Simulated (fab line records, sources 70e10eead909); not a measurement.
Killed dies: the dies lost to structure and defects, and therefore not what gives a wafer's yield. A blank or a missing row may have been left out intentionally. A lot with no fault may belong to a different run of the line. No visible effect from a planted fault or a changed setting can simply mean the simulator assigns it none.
The tool behind it: which one? -- flow nand-harc -- Sampling: 13 lots, 39 wafers, 5 of 1302 route steps

== WHAT EACH GAUGE READ, for each wafer ==
NHARC_A_M1_THK_MEAS_24: measures by xrf.
lot,measured,on,thk-nm (nm)
L828,day 23 06:49,film-metro-02,152.4 152.9 153.1
L830,day 24 00:41,film-metro-01,152.7 151.6 153.3
L831,day 24 11:57,film-metro-01,150.6 153.4 152.0
L834,day 25 22:29,film-metro-01,156.2 154.4 153.9
L837,day 26 21:32,film-metro-01,155.5 155.7 156.1
L836,day 27 00:06,film-metro-01,155.4 156.6 155.1
L840,day 28 10:35,film-metro-01,151.1 153.7 153.6
L842,day 28 21:48,film-metro-01,156.0 156.2 155.7
L843,day 28 23:07,film-metro-01,153.5 153.1 152.5
L844,day 30 11:23,film-metro-01,152.3 153.2 155.1
L845,day 30 15:13,film-metro-02,154.2 154.2 154.6
L847,day 31 07:02,film-metro-02,154.9 157.4 153.1
L848,day 31 19:01,film-metro-02,154.7 154.5 156.0

NHARC_END_SORT_01.
lot,measured,on,killed-at-array,killed-at-other,killed-at-periphery,killed-dies,killed-open,killed-short
L834,day 27 08:23,prober-02,34 25 37,98 79 93,3 5 4,135 109 134,2 2 0,1 1 3
L836,day 28 08:31,prober-01,68 59 68,89 87 92,0 2 1,157 148 161,2 4 6,0 2 2

== EACH LOT AND THE TOOL THAT RAN IT (in order: tool; ch and the chambers of the sampled wafers; start) ==
lot,NHARC_A_BONDPAD_DEP_00,NHARC_A_BONDPAD_CMP_19,NHARC_THIN_TSV_DEP_47
L828,"pecvd-02 ch 0,1,2, day 23 07:40","cmp-03 ch 0,1,2, day 23 11:36","pecvd-01 ch 0,2, day 24 01:23"
L830,"pecvd-02 ch 0,1,2, day 24 01:32","cmp-02 ch 0,2,3, day 24 05:00","pecvd-02 ch 0,1,2, day 24 20:00"
L831,"pecvd-02 ch 0,1,2, day 24 12:54","cmp-04 ch 0,3, day 24 16:09","pecvd-01 ch 0,1, day 25 07:01"
L834,"pecvd-01 ch 0,1,2, day 25 23:23","cmp-03 ch 0,2, day 26 02:43","pecvd-02 ch 1,2, day 26 17:17"
L837,"pecvd-02 ch 1,2, day 26 22:26","cmp-04 ch 0,1,2, day 27 01:54","pecvd-01 ch 0,2, day 27 18:47"
L836,"pecvd-02 ch 1,2, day 27 00:57","cmp-03 ch 0,3, day 27 04:26","pecvd-02 ch 0,1,2, day 27 20:07"
L840,"pecvd-02 ch 0,1,2, day 28 11:27","cmp-03 ch 0,1,2, day 28 14:59","pecvd-04 ch 1,2, day 29 04:05"
L842,"pecvd-02 ch 0,1, day 28 22:40","cmp-03 ch 0,2,3, day 29 02:07","pecvd-04 ch 1,2, day 29 17:17"
L843,"pecvd-02 ch 0,2, day 28 23:59","cmp-03 ch 0,1,3, day 29 03:25","pecvd-01 ch 1,2, day 29 18:14"
L844,"pecvd-03 ch 0,2, day 30 12:14","cmp-04 ch 0,1,2, day 30 15:37","pecvd-04 ch 0,2, day 31 06:10"
L845,"pecvd-02 ch 0,2, day 30 16:07","cmp-03 ch 1,2, day 30 19:27","pecvd-01 ch 0,1,2, day 31 11:08"
L847,"pecvd-02 ch 0,1, day 31 07:53","cmp-02 ch 0,1,3, day 31 11:24","pecvd-04 ch 1,2, day 32 05:43"
L848,"pecvd-01 ch 0,1,2, day 31 19:53","cmp-04 ch 0,1, day 31 23:21","pecvd-04 ch 0,1, day 32 22:45"
- NHARC_A_BONDPAD_DEP_00: deposits SiCN, target thk 250 nm.
- NHARC_A_BONDPAD_CMP_19: polishes, t overpolish 30 s, cu recess touch 16 s, target thk 169.82 nm.
- NHARC_THIN_TSV_DEP_47: deposits SiO2, target thk 200 nm.

== AS READ BY THE TOOLS THEMSELVES (means over the sampled wafers that have a number; for cases with no such wafer, the mark the record gives instead) ==
NHARC_A_BONDPAD_DEP_00.
lot,tool,heater-power-outer-w (W),heater-power-w (W),showerhead-vpp-V (V)
L828,pecvd-02,328,574,1261
L830,pecvd-02,332,589,1257
L831,pecvd-02,324,568,1265
L834,pecvd-01,336,607,1269
L837,pecvd-02,277,485,1290
L836,pecvd-02,295,507,1298
L840,pecvd-02,329,573,1255
L842,pecvd-02,379,680,1221
L843,pecvd-02,345,554,1286
L844,pecvd-03,357,609,1273
L845,pecvd-02,312,515,1302
L847,pecvd-02,402,693,1246
L848,pecvd-01,379,661,1272

NHARC_A_BONDPAD_CMP_19.
lot,tool,motor-current-A (A),overpolish-run-s (s),slurry-flow-ml-min
L828,cmp-03,11.3,30.004,150.1
L830,cmp-02,12.4,29.995,150.3
L831,cmp-04,12.9,29.991,150.0
L834,cmp-03,10.9,30.002,150.4
L837,cmp-04,11.4,29.999,150.1
L836,cmp-03,11.6,29.999,149.8
L840,cmp-03,11.6,30.003,149.7
L842,cmp-03,11.7,30.007,150.1
L843,cmp-03,12.3,29.997,150.0
L844,cmp-04,11.5,30.005,149.8
L845,cmp-03,11.5,30.010,150.1
L847,cmp-02,11.5,30.004,149.8
L848,cmp-04,12.4,29.994,150.1

NHARC_THIN_TSV_DEP_47.
lot,tool,showerhead-vpp-V (V),throttle-valve-pct (%)
L828,pecvd-01,1757,15.6
L830,pecvd-02,1794,16.4
L831,pecvd-01,1803,15.7
L834,pecvd-02,1828,15.8
L837,pecvd-01,1751,15.6
L836,pecvd-02,1792,16.2
L840,pecvd-04,1768,15.8
L842,pecvd-04,1760,16.3
L843,pecvd-01,1808,15.2
L844,pecvd-04,1751,15.9
L845,pecvd-01,1800,15.3
L847,pecvd-04,1753,16.1
L848,pecvd-04,1760,15.6

== THE ANSWER, worked out from the rows above alone ==
Rule: what is usual is taken from the lots themselves. Put in order of their means at a reading, lots are off if they are a third of the lots or fewer, leave a main group of 4 or more, and stand apart from it by a gap of 3 or more times the standard deviation of the main group's means; of several such gaps the widest counts. Not used: any main group whose means are identical at the precision the tables above print for the reading. Also off: a lot with no number at a reading for which 4 or more lots have one. Where the step has rows for the other lots, those lots are counted as sound. First the gauges in route order, then the tools' own readings, where a lot's mean is used as printed above. At the first step where some lot is off, the reading lying furthest off is the one used; lots without a number count as furthest.
None of the lots is off at any reading shown; this tells nothing.

== WHAT THE SIMULATOR HAD PUT IN ==
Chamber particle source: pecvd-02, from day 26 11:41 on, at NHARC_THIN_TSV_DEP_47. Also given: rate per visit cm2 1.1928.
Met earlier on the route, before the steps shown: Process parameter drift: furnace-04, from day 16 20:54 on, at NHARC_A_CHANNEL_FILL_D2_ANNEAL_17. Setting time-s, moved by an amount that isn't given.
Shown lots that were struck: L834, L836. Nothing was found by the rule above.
